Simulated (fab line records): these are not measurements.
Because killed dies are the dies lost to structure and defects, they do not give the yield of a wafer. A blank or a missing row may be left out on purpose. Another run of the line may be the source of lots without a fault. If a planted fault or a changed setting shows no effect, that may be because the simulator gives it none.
Matching of chambers    flow nand_harc    4 sister chambers for NHARC_P_STI_ETCH_42 on rie_diel-06
The step etches the open film in N2/H2, target depth 80 nm, overetch 24 nm, time 61 s. 14 wafers are shown with their chamber, then 6 later ones without.

## WAFERS PAIRED WITH THEIR CHAMBERS
wafer   chamber  showerhead_plenum_p_Torr (Torr)  run_length_s (s)  oes_product_au (a.u.)
L121.2  3        2.10                             83.1              1.001
L121.3  1        2.12                             81.8              1.011
L121.6  3        2.10                             83.2              0.992
L123.3  0        2.11                             83.0              1.014
L123.4  2        2.12                             81.2              1.013
L123.6  0        2.11                             83.1              1.022
L125.2  1        2.12                             82.4              1.002
L125.6  1        2.12                             81.7              1.003
L126.1  1        2.12                             81.8              1.005
L127.5  1        2.12                             81.7              1.002
L127.6  0        2.11                             82.9              1.018
L135.1  1        2.11                             82.1              1.001
L135.2  2        2.12                             81.4              0.995
L135.6  2        2.12                             81.4              1.002

SIGNATURES (averages over the wafers above)
reading                   chamber 0  chamber 1  chamber 2  chamber 3  scatter within a chamber
showerhead_plenum_p_Torr  2.1100     2.1183     2.1200     2.1000     0.00289
run_length_s              83.000     81.917     81.333     83.150     0.21
oes_product_au            1.01800    1.00400    1.00333    0.99650    0.00552
Rule: a wafer's distance from a chamber is the root of the sum, over the readings, of the square of ((its reading less the chamber's mean) divided by the reading's scatter). The wafer belongs to the nearest chamber; if the next one is less than 2 further off, it can't be placed. How the scatter is found: for the shown wafers, subtract from each reading the mean of its chamber, square and add these, divide the total by (wafers less chambers), then take the root.

## WAFERS MISSING THEIR CHAMBER
wafer   showerhead_plenum_p_Torr (Torr)  run_length_s (s)  oes_product_au (a.u.)
L139.1  2.11                             82.0              0.993
L139.3  2.11                             83.3              1.010
L139.4  2.12                             81.3              1.010
L140.2  2.10                             82.8              0.984
L140.5  2.11                             83.5              1.000
L140.6  2.11                             81.9              0.999

## WHICH CHAMBER EACH WENT THROUGH
wafer   from the rows above      in truth
L139.1  can't be placed: 1 or 2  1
L139.3  0                        0
L139.4  can't be placed: 2 or 1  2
L140.2  3                        3
L140.5  can't be placed: 3 or 0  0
L140.6  can't be placed: 1 or 2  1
Correct placement for 2 of the 6. Cannot be placed on the basis of these rows: 4; the candidates contain the true chamber in 4. 0 placed wrongly.
